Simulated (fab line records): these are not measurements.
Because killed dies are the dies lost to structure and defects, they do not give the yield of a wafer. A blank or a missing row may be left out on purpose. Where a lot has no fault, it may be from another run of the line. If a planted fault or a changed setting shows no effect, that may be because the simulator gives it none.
The same fault as seen by 2 desks :: flow n5 finfet :: each desk has only its own numbers; what lay behind them comes last

THE TOOL OWNER'S DESK: pvd sputter-01
The tool's own readings at N5_MOL_CONTACT_COAG_SPUTTER_143 (material Co, target thk 2.5 nm): means of the sampled wafers that have a number, for each lot that ran on this tool. Any lot whose mean is over 4 standard deviations away from the usual mean is out of limits and marked OUT; that distance is given in the brackets.
Columns: A = throttle valve pct at N5_MOL_CONTACT_COAG_SPUTTER_143, usual 29.8 %
lot: L289
first seen here: day 6 00:31
A: 30.8

lot: L294
first seen here: day 7 08:32
A: 28.9

lot: L297
first seen here: day 8 03:34
A: 30.0
This desk found nothing out of limits on any of the 3 lots.

FROM THE METROLOGY DESK
Lot by lot, what the gauges showed, no matter which tool ran the lot: averages of those sampled wafers that carry a number. Any lot whose mean is over 4 standard deviations away from the usual mean is out of limits and marked OUT; that distance is given in the brackets.
Columns: A = cd nm at N5_MOL_CONTACT_COAG_CD_MEAS_99, usual 17.1 nm
lot: L284
first seen here: day 4 17:55
A: 17.3

lot: L289
first seen here: day 5 22:44
A: 16.8

lot: L294
first seen here: day 7 05:20
A: 17.5

lot: L297
first seen here: day 8 01:31
A: 17.1

lot: L305
first seen here: day 10 00:17
A: 17.1

lot: L307
first seen here: day 10 11:58
A: 17.5
This desk found nothing out of limits on any of the 6 lots.

TAKEN TOGETHER
The tool owner's desk saw nothing out of limits.
The metrology desk saw nothing out of limits.

WHAT THE SIMULATOR HAD PUT IN
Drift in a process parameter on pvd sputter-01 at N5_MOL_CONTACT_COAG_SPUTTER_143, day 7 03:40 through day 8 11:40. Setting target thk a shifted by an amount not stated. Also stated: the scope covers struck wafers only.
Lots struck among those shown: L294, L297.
